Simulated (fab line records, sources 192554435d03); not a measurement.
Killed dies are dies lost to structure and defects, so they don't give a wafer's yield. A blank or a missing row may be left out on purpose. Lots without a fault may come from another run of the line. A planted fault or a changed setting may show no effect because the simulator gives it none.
Which tool did it? | flow n5_finfet | 24 lots, 72 wafers sampled, at 4 steps of a route of 1938

WHAT THE GAUGES READ, wafer by wafer
N5_BEOL_M9_RS_MEAS_57: measures by four-point-probe.
lot  | measured     | on            | M9_RS (ohm/sq)
L074 | day 9 16:14  | film_metro-02 | 0.146 0.144 0.153
L076 | day 9 18:43  | film_metro-02 | 0.150 0.149 0.149
L075 | day 10 00:54 | film_metro-01 | 0.151 0.149 0.143
L078 | day 10 21:56 | film_metro-01 | 0.155 0.146 0.151
L077 | day 11 05:59 | film_metro-01 | 0.155 0.155 0.155
L079 | day 11 07:38 | film_metro-01 | 0.147 0.150 0.150
L080 | day 11 20:55 | film_metro-01 | 0.155 0.151 0.155
L083 | day 12 00:25 | film_metro-01 | 0.157 0.156 0.155
L081 | day 12 00:41 | film_metro-01 | 0.152 0.145 0.148
L082 | day 12 05:12 | film_metro-01 | 0.155 0.152 0.156
L085 | day 12 13:23 | film_metro-01 | 0.156 0.146 0.146
L084 | day 12 18:11 | film_metro-01 | 0.150 0.151 0.153
L086 | day 13 05:14 | film_metro-02 | 0.148 0.151 0.148
L088 | day 13 07:14 | film_metro-02 | 0.159 0.143 0.148
L087 | day 13 16:04 | film_metro-01 | 0.149 0.157 0.153
L090 | day 13 19:47 | film_metro-01 | 0.146 0.146 0.153
L092 | day 13 23:25 | film_metro-01 | 0.153 0.142 0.144
L089 | day 13 23:44 | film_metro-02 | 0.145 0.151 0.145
L091 | day 14 02:19 | film_metro-01 | 0.153 0.148 0.150
L095 | day 14 21:05 | film_metro-02 | 0.154 0.144 0.153
L094 | day 15 00:52 | film_metro-02 | 0.154 0.149 0.153
L093 | day 15 00:53 | film_metro-01 | 0.156 0.153 0.157
L097 | day 15 12:57 | film_metro-02 | 0.153 0.148 0.150
L096 | day 15 17:28 | film_metro-02 | 0.153 0.152 0.150

N5_BEOL_M10_CD_MEAS_11: target cd 64.1 nm.
lot  | measured     | on        | cd_nm (nm)
L074 | day 9 18:43  | cd_sem-01 | 64.5 62.3 63.6
L076 | day 9 22:29  | cd_sem-03 | 64.4 64.9 64.5
L075 | day 10 03:20 | cd_sem-03 | 64.1 64.9 64.1
L078 | day 11 01:58 | cd_sem-03 | 64.1 62.5 63.9
L077 | day 11 08:39 | cd_sem-02 | 63.9 64.2 64.2
L079 | day 11 09:22 | cd_sem-03 | 65.3 65.6 65.6
L080 | day 11 23:21 | cd_sem-02 | 63.9 64.7 63.7
L083 | day 12 02:25 | cd_sem-03 | 63.2 62.4 63.2
L081 | day 12 02:27 | cd_sem-02 | 63.6 63.3 64.7
L082 | day 12 06:47 | cd_sem-01 | 65.3 65.0 63.9
L085 | day 12 14:46 | cd_sem-01 | 63.4 62.9 63.1
L084 | day 12 21:45 | cd_sem-01 | 63.6 64.6 63.7
L086 | day 13 06:41 | cd_sem-01 | 62.7 62.4 63.6
L088 | day 13 10:53 | cd_sem-02 | 64.0 63.5 63.7
L087 | day 13 18:09 | cd_sem-03 | 62.6 63.1 63.9
L090 | day 13 21:32 | cd_sem-02 | 64.9 64.0 64.3
L092 | day 14 01:31 | cd_sem-02 | 64.4 64.2 63.2
L089 | day 14 01:40 | cd_sem-01 | 63.1 62.3 63.7
L091 | day 14 07:38 | cd_sem-01 | 63.1 64.1 62.2
L095 | day 14 23:12 | cd_sem-03 | 65.0 63.9 63.3
L094 | day 15 02:31 | cd_sem-03 | 63.8 64.1 63.2
L093 | day 15 02:34 | cd_sem-02 | 64.6 65.1 64.8
L097 | day 15 14:46 | cd_sem-02 | 62.7 62.7 63.1
L096 | day 15 19:20 | cd_sem-01 | 64.2 65.6 64.0

N5_BEOL_M10_CD_MEAS_18: pitch 140 nm, target cd 70 nm.
lot  | measured     | on        | cd_nm (nm)
L074 | day 9 19:25  | cd_sem-03 | 70.8 68.6 70.3
L076 | day 9 23:49  | cd_sem-02 | 70.1 69.9 70.1
L075 | day 10 03:53 | cd_sem-03 | 69.8 71.0 69.5
L078 | day 11 02:30 | cd_sem-02 | 70.1 69.0 70.1
L077 | day 11 09:19 | cd_sem-02 | 69.8 70.2 70.2
L079 | day 11 09:55 | cd_sem-03 | 71.5 71.6 72.2
L080 | day 11 23:55 | cd_sem-02 | 69.8 70.0 69.8
L083 | day 12 03:32 | cd_sem-01 | 69.5 68.3 70.0
L081 | day 12 03:52 | cd_sem-03 | 69.5 70.0 71.2
L082 | day 12 07:31 | cd_sem-03 | 71.0 71.6 70.2
L085 | day 12 15:46 | cd_sem-03 | 69.2 69.6 69.2
L084 | day 12 22:19 | cd_sem-01 | 70.2 70.7 69.5
L086 | day 13 07:19 | cd_sem-03 | 68.5 68.4 69.6
L088 | day 13 11:33 | cd_sem-02 | 69.5 69.4 69.6
L087 | day 13 18:44 | cd_sem-01 | 69.1 69.3 69.3
L090 | day 13 22:04 | cd_sem-02 | 70.4 69.6 70.5
L092 | day 14 02:12 | cd_sem-02 | 70.9 70.4 69.1
L089 | day 14 02:26 | cd_sem-01 | 69.1 68.1 69.3
L091 | day 14 09:07 | cd_sem-01 | 70.3 70.0 68.6
L095 | day 14 23:47 | cd_sem-02 | 70.5 69.5 69.2
L094 | day 15 03:11 | cd_sem-03 | 70.0 70.5 69.7
L093 | day 15 03:14 | cd_sem-02 | 70.4 72.0 72.2
L097 | day 15 15:19 | cd_sem-02 | 68.7 68.6 69.7
L096 | day 15 19:57 | cd_sem-03 | 69.6 71.5 69.9

WHICH TOOL RAN EACH LOT (tool, then ch and the chambers of the sampled wafers, then the start)
lot  | N5_BEOL_M10_HM_OPEN_17
L074 | rie_metal-01 ch 0,1, day 9 19:04
L076 | rie_metal-02 ch 0,1, day 9 23:26
L075 | rie_metal-01 ch 0,1, day 10 03:42
L078 | rie_metal-02 ch 0,1, day 11 02:19
L077 | rie_metal-03 ch 0,1, day 11 09:10
L079 | rie_metal-01 ch 0,1, day 11 09:44
L080 | rie_metal-03 ch 0,1, day 11 23:44
L083 | rie_metal-01 ch 0, day 12 03:14
L081 | rie_metal-01 ch 0, day 12 03:29
L082 | rie_metal-02 ch 0,1, day 12 07:19
L085 | rie_metal-01 ch 0,1, day 12 15:35
L084 | rie_metal-01 ch 0,1, day 12 22:10
L086 | rie_metal-02 ch 0,1, day 13 07:03
L088 | rie_metal-03 ch 0,1, day 13 11:21
L087 | rie_metal-01 ch 1, day 13 18:34
L090 | rie_metal-02 ch 0,1, day 13 21:55
L092 | rie_metal-01 ch 0,1, day 14 01:54
L089 | rie_metal-03 ch 1, day 14 02:08
L091 | rie_metal-02 ch 0,1, day 14 08:53
L095 | rie_metal-03 ch 0,1, day 14 23:36
L094 | rie_metal-02 ch 0, day 15 02:53
L093 | rie_metal-01 ch 0,1, day 15 02:58
L097 | rie_metal-01 ch 0,1, day 15 15:08
L096 | rie_metal-02 ch 0,1, day 15 19:44
- N5_BEOL_M10_HM_OPEN_17: chemistry Cl2/BCl3, target TiN, target depth 20 nm, overetch 6 nm.

WHAT THE TOOLS THEMSELVES READ (means of the sampled wafers that have a number; where no wafer has one, the mark that the record gives instead)
N5_BEOL_M10_HM_OPEN_17.
lot  | tool         | drypump_motor_current_A (A) | oes_product_au (a.u.) | throttle_valve_pct (%)
L074 | rie_metal-01 | 6.0                         | 0.73                  | 22.19
L076 | rie_metal-02 | 5.5                         | 0.72                  | 22.19
L075 | rie_metal-01 | 5.8                         | 0.74                  | 22.30
L078 | rie_metal-02 | 5.5                         | 0.70                  | 22.20
L077 | rie_metal-03 | 5.3                         | 0.77                  | 22.28
L079 | rie_metal-01 | 5.8                         | 0.72                  | 22.32
L080 | rie_metal-03 | 5.3                         | 0.76                  | 22.28
L083 | rie_metal-01 | 6.2                         | 0.71                  | 22.07
L081 | rie_metal-01 | 6.2                         | 0.72                  | 22.06
L082 | rie_metal-02 | 5.5                         | 0.70                  | 22.19
L085 | rie_metal-01 | 6.0                         | 0.71                  | 22.21
L084 | rie_metal-01 | 6.1                         | 0.73                  | 22.18
L086 | rie_metal-02 | 5.5                         | 0.66                  | 22.18
L088 | rie_metal-03 | 5.4                         | 0.72                  | 22.41
L087 | rie_metal-01 | 5.6                         | 0.74                  | 22.42
L090 | rie_metal-02 | 5.5                         | 0.64                  | 22.20
L092 | rie_metal-01 | 5.8                         | 0.70                  | 22.34
L089 | rie_metal-03 | 5.6                         | 0.72                  | 22.53
L091 | rie_metal-02 | 5.5                         | 0.68                  | 22.20
L095 | rie_metal-03 | 5.3                         | 0.73                  | 22.29
L094 | rie_metal-02 | 5.4                         | 0.71                  | 22.23
L093 | rie_metal-01 | 5.7                         | 0.70                  | 22.34
L097 | rie_metal-01 | 6.0                         | 0.69                  | 22.22
L096 | rie_metal-02 | 5.5                         | 0.64                  | 22.19

THE ANSWER, worked out from the rows above alone
Rule: what is usual is taken from the lots themselves. Put in order of their means at a reading, lots are off if they are a third of the lots or fewer, leave a main group of 4 or more, and stand apart from it by a gap of 3 or more times the standard deviation of the main group's means; of several such gaps the widest counts. A main group whose means are all the same, to the digits that the tables above print for the reading, isn't used. A lot without any number at a reading at which 4 lots or more have one is off too. The other lots that the step has rows for count as sound. The gauges are gone through in route order, then the tools' own readings, and for those a lot's mean is taken as printed above. The first step at which some lot is off is used, and at that step the reading that is off furthest; a lot without a number counts as furthest.
No lot is off at any reading shown: from this, nothing can be told.

WHAT THE SIMULATOR HAD PUT IN
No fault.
